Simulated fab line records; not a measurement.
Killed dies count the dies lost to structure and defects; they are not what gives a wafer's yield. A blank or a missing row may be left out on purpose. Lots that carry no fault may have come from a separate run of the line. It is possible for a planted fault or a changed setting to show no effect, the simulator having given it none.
Matching of chambers / flow n5_finfet / N5_BEOL_M4_STRIP_19 on rie_diel-01 has 4 sister chambers
The step strips in O2. 18 wafers are shown with their chamber, then 9 later ones without.

WAFERS PAIRED WITH THEIR CHAMBERS
wafer=L079.1; chamber=2; drypump_motor_current_A (A)=5.3; throttle_valve_pct (%)=16.66; showerhead_plenum_p_Torr (Torr)=2.17
wafer=L079.2; chamber=1; drypump_motor_current_A (A)=5.8; throttle_valve_pct (%)=17.39; showerhead_plenum_p_Torr (Torr)=2.08
wafer=L079.6; chamber=1; drypump_motor_current_A (A)=5.8; throttle_valve_pct (%)=17.38; showerhead_plenum_p_Torr (Torr)=2.08
wafer=L080.1; chamber=3; drypump_motor_current_A (A)=6.0; throttle_valve_pct (%)=16.66; showerhead_plenum_p_Torr (Torr)=2.09
wafer=L080.3; chamber=1; drypump_motor_current_A (A)=5.7; throttle_valve_pct (%)=17.39; showerhead_plenum_p_Torr (Torr)=2.08
wafer=L080.4; chamber=2; drypump_motor_current_A (A)=5.3; throttle_valve_pct (%)=16.69; showerhead_plenum_p_Torr (Torr)=2.17
wafer=L086.2; chamber=2; drypump_motor_current_A (A)=5.3; throttle_valve_pct (%)=16.70; showerhead_plenum_p_Torr (Torr)=2.17
wafer=L086.3; chamber=1; drypump_motor_current_A (A)=5.8; throttle_valve_pct (%)=17.43; showerhead_plenum_p_Torr (Torr)=2.08
wafer=L086.6; chamber=2; drypump_motor_current_A (A)=5.3; throttle_valve_pct (%)=16.69; showerhead_plenum_p_Torr (Torr)=2.17
wafer=L089.1; chamber=3; drypump_motor_current_A (A)=6.0; throttle_valve_pct (%)=16.71; showerhead_plenum_p_Torr (Torr)=2.09
wafer=L089.2; chamber=0; drypump_motor_current_A (A)=6.3; throttle_valve_pct (%)=16.78; showerhead_plenum_p_Torr (Torr)=2.11
wafer=L089.3; chamber=2; drypump_motor_current_A (A)=5.3; throttle_valve_pct (%)=16.70; showerhead_plenum_p_Torr (Torr)=2.16
wafer=L090.1; chamber=2; drypump_motor_current_A (A)=5.3; throttle_valve_pct (%)=16.72; showerhead_plenum_p_Torr (Torr)=2.16
wafer=L090.3; chamber=0; drypump_motor_current_A (A)=6.3; throttle_valve_pct (%)=16.79; showerhead_plenum_p_Torr (Torr)=2.11
wafer=L090.5; chamber=1; drypump_motor_current_A (A)=5.7; throttle_valve_pct (%)=17.42; showerhead_plenum_p_Torr (Torr)=2.08
wafer=L091.2; chamber=3; drypump_motor_current_A (A)=6.0; throttle_valve_pct (%)=16.71; showerhead_plenum_p_Torr (Torr)=2.08
wafer=L091.5; chamber=2; drypump_motor_current_A (A)=5.3; throttle_valve_pct (%)=16.71; showerhead_plenum_p_Torr (Torr)=2.16
wafer=L091.6; chamber=3; drypump_motor_current_A (A)=6.0; throttle_valve_pct (%)=16.70; showerhead_plenum_p_Torr (Torr)=2.09

SIGNATURES, as means of the wafers listed above
reading=drypump_motor_current_A; chamber 0=6.300; chamber 1=5.760; chamber 2=5.300; chamber 3=6.000; scatter within a chamber=0.0293
reading=throttle_valve_pct; chamber 0=16.7850; chamber 1=17.4020; chamber 2=16.6957; chamber 3=16.6950; scatter within a chamber=0.0204
reading=showerhead_plenum_p_Torr; chamber 0=2.1100; chamber 1=2.0800; chamber 2=2.1657; chamber 3=2.0875; scatter within a chamber=0.0042
Rule: for a wafer and a chamber, the distance is found by dividing, reading by reading, the gap between the wafer's reading and the chamber's mean by the reading's scatter, squaring, summing and taking the root. The wafer belongs to the nearest chamber; if the next one is less than 2 further off, it can't be placed. The scatter: take each reading less its chamber's mean, square it, sum over the shown wafers, divide by the number of wafers less the number of chambers, and take the root.

WAFERS WITHOUT THEIR CHAMBER
wafer=L093.2; drypump_motor_current_A (A)=6.3; throttle_valve_pct (%)=16.78; showerhead_plenum_p_Torr (Torr)=2.11
wafer=L093.3; drypump_motor_current_A (A)=5.3; throttle_valve_pct (%)=16.72; showerhead_plenum_p_Torr (Torr)=2.16
wafer=L093.4; drypump_motor_current_A (A)=6.3; throttle_valve_pct (%)=16.81; showerhead_plenum_p_Torr (Torr)=2.11
wafer=L095.2; drypump_motor_current_A (A)=6.0; throttle_valve_pct (%)=16.73; showerhead_plenum_p_Torr (Torr)=2.08
wafer=L095.5; drypump_motor_current_A (A)=6.0; throttle_valve_pct (%)=16.74; showerhead_plenum_p_Torr (Torr)=2.08
wafer=L095.6; drypump_motor_current_A (A)=6.3; throttle_valve_pct (%)=16.81; showerhead_plenum_p_Torr (Torr)=2.10
wafer=L097.2; drypump_motor_current_A (A)=5.3; throttle_valve_pct (%)=16.76; showerhead_plenum_p_Torr (Torr)=2.16
wafer=L097.4; drypump_motor_current_A (A)=6.0; throttle_valve_pct (%)=16.77; showerhead_plenum_p_Torr (Torr)=2.08
wafer=L097.6; drypump_motor_current_A (A)=6.0; throttle_valve_pct (%)=16.74; showerhead_plenum_p_Torr (Torr)=2.08

WHICH CHAMBER EACH ONE RAN IN
wafer=L093.2; from the rows above=0; in truth=0
wafer=L093.3; from the rows above=2; in truth=2
wafer=L093.4; from the rows above=0; in truth=0
wafer=L095.2; from the rows above=3; in truth=3
wafer=L095.5; from the rows above=3; in truth=3
wafer=L095.6; from the rows above=0; in truth=0
wafer=L097.2; from the rows above=2; in truth=2
wafer=L097.4; from the rows above=3; in truth=3
wafer=L097.6; from the rows above=3; in truth=3
Placed correctly: 9 of 9. From these rows, 0 cannot be placed. Wrongly placed: 0.
